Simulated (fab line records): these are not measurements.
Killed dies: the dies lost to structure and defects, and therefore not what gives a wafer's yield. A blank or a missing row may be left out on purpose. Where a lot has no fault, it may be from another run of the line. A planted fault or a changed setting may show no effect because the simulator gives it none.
Chamber matching :: flow n5_finfet :: N5_BEOL_M5_ETCH_75 on rie_diel-03: 4 sister chambers
The step etches underlayer in N2/H2, target depth 6.5 nm, time 5.2 s. 22 wafers are shown with their chamber, then 11 later ones without.

== EACH WAFER AND ITS CHAMBER ==
wafer: L075.1
chamber: 2
drypump_motor_current_A (A): 4.9
showerhead_plenum_p_Torr (Torr): 2.49
throttle_valve_pct (%): 17.54

wafer: L075.4
chamber: 0
drypump_motor_current_A (A): 6.7
showerhead_plenum_p_Torr (Torr): 2.56
throttle_valve_pct (%): 18.01

wafer: L075.6
chamber: 2
drypump_motor_current_A (A): 4.9
showerhead_plenum_p_Torr (Torr): 2.50
throttle_valve_pct (%): 17.55

wafer: L079.3
chamber: 3
drypump_motor_current_A (A): 5.9
showerhead_plenum_p_Torr (Torr): 2.64
throttle_valve_pct (%): 18.09

wafer: L079.4
chamber: 2
drypump_motor_current_A (A): 4.9
showerhead_plenum_p_Torr (Torr): 2.49
throttle_valve_pct (%): 17.53

wafer: L079.5
chamber: 3
drypump_motor_current_A (A): 5.9
showerhead_plenum_p_Torr (Torr): 2.64
throttle_valve_pct (%): 18.09

wafer: L080.2
chamber: 1
drypump_motor_current_A (A): 6.1
showerhead_plenum_p_Torr (Torr): 2.64
throttle_valve_pct (%): 17.93

wafer: L080.3
chamber: 2
drypump_motor_current_A (A): 4.9
showerhead_plenum_p_Torr (Torr): 2.49
throttle_valve_pct (%): 17.55

wafer: L080.6
chamber: 2
drypump_motor_current_A (A): 4.9
showerhead_plenum_p_Torr (Torr): 2.49
throttle_valve_pct (%): 17.54

wafer: L082.1
chamber: 0
drypump_motor_current_A (A): 6.7
showerhead_plenum_p_Torr (Torr): 2.56
throttle_valve_pct (%): 18.03

wafer: L082.4
chamber: 3
drypump_motor_current_A (A): 5.9
showerhead_plenum_p_Torr (Torr): 2.64
throttle_valve_pct (%): 18.09

wafer: L082.5
chamber: 0
drypump_motor_current_A (A): 6.7
showerhead_plenum_p_Torr (Torr): 2.56
throttle_valve_pct (%): 18.04

wafer: L084.1
chamber: 3
drypump_motor_current_A (A): 5.9
showerhead_plenum_p_Torr (Torr): 2.63
throttle_valve_pct (%): 18.10

wafer: L084.2
chamber: 0
drypump_motor_current_A (A): 6.7
showerhead_plenum_p_Torr (Torr): 2.55
throttle_valve_pct (%): 18.04

wafer: L084.4
chamber: 2
drypump_motor_current_A (A): 4.9
showerhead_plenum_p_Torr (Torr): 2.49
throttle_valve_pct (%): 17.58

wafer: L086.1
chamber: 2
drypump_motor_current_A (A): 4.8
showerhead_plenum_p_Torr (Torr): 2.49
throttle_valve_pct (%): 17.55

wafer: L086.2
chamber: 1
drypump_motor_current_A (A): 6.1
showerhead_plenum_p_Torr (Torr): 2.64
throttle_valve_pct (%): 17.93

wafer: L086.4
chamber: 3
drypump_motor_current_A (A): 6.0
showerhead_plenum_p_Torr (Torr): 2.63
throttle_valve_pct (%): 18.14

wafer: L087.2
chamber: 2
drypump_motor_current_A (A): 4.9
showerhead_plenum_p_Torr (Torr): 2.48
throttle_valve_pct (%): 17.55

wafer: L087.4
chamber: 1
drypump_motor_current_A (A): 6.1
showerhead_plenum_p_Torr (Torr): 2.64
throttle_valve_pct (%): 17.95

wafer: L087.5
chamber: 3
drypump_motor_current_A (A): 5.9
showerhead_plenum_p_Torr (Torr): 2.63
throttle_valve_pct (%): 18.12

wafer: L090.1
chamber: 0
drypump_motor_current_A (A): 6.7
showerhead_plenum_p_Torr (Torr): 2.55
throttle_valve_pct (%): 18.09

SIGNATURES (means of the wafers above)
reading: drypump_motor_current_A
chamber 0: 6.700
chamber 1: 6.100
chamber 2: 4.888
chamber 3: 5.917
scatter within a chamber: 0.0308

reading: showerhead_plenum_p_Torr
chamber 0: 2.5560
chamber 1: 2.6400
chamber 2: 2.4900
chamber 3: 2.6350
scatter within a chamber: 0.00511

reading: throttle_valve_pct
chamber 0: 18.0420
chamber 1: 17.9367
chamber 2: 17.5487
chamber 3: 18.1050
scatter within a chamber: 0.0203
Rule: for a wafer and a chamber, the distance is found by dividing, reading by reading, the gap between the wafer's reading and the chamber's mean by the reading's scatter, squaring, summing and taking the root. If the next closest chamber is less than 2 further off than the closest, the wafer can't be placed; otherwise it belongs to the closest. The scatter: the root of (the sum of the squares of (reading less its chamber's mean) over the shown wafers, divided by (wafers less chambers)).

== WAFERS WITHOUT THEIR CHAMBER ==
wafer: L090.4
drypump_motor_current_A (A): 4.9
showerhead_plenum_p_Torr (Torr): 2.48
throttle_valve_pct (%): 17.58

wafer: L090.5
drypump_motor_current_A (A): 4.9
showerhead_plenum_p_Torr (Torr): 2.48
throttle_valve_pct (%): 17.57

wafer: L093.3
drypump_motor_current_A (A): 6.8
showerhead_plenum_p_Torr (Torr): 2.55
throttle_valve_pct (%): 18.05

wafer: L093.4
drypump_motor_current_A (A): 4.9
showerhead_plenum_p_Torr (Torr): 2.48
throttle_valve_pct (%): 17.57

wafer: L093.6
drypump_motor_current_A (A): 6.7
showerhead_plenum_p_Torr (Torr): 2.55
throttle_valve_pct (%): 18.09

wafer: L094.1
drypump_motor_current_A (A): 6.1
showerhead_plenum_p_Torr (Torr): 2.63
throttle_valve_pct (%): 17.97

wafer: L094.4
drypump_motor_current_A (A): 6.0
showerhead_plenum_p_Torr (Torr): 2.63
throttle_valve_pct (%): 18.12

wafer: L094.5
drypump_motor_current_A (A): 4.9
showerhead_plenum_p_Torr (Torr): 2.48
throttle_valve_pct (%): 17.59

wafer: L096.3
drypump_motor_current_A (A): 6.7
showerhead_plenum_p_Torr (Torr): 2.55
throttle_valve_pct (%): 18.09

wafer: L096.5
drypump_motor_current_A (A): 5.9
showerhead_plenum_p_Torr (Torr): 2.62
throttle_valve_pct (%): 18.13

wafer: L096.6
drypump_motor_current_A (A): 4.9
showerhead_plenum_p_Torr (Torr): 2.48
throttle_valve_pct (%): 17.59

== CHAMBER TAKEN BY EACH ==
wafer: L090.4
from the rows above: 2
in truth: 2

wafer: L090.5
from the rows above: 2
in truth: 2

wafer: L093.3
from the rows above: 0
in truth: 0

wafer: L093.4
from the rows above: 2
in truth: 2

wafer: L093.6
from the rows above: 0
in truth: 0

wafer: L094.1
from the rows above: 1
in truth: 1

wafer: L094.4
from the rows above: 3
in truth: 3

wafer: L094.5
from the rows above: 2
in truth: 2

wafer: L096.3
from the rows above: 0
in truth: 0

wafer: L096.5
from the rows above: 3
in truth: 3

wafer: L096.6
from the rows above: 2
in truth: 2
Placed correctly: 11 of 11. Number that these rows cannot place: 0. 0 placed wrongly.
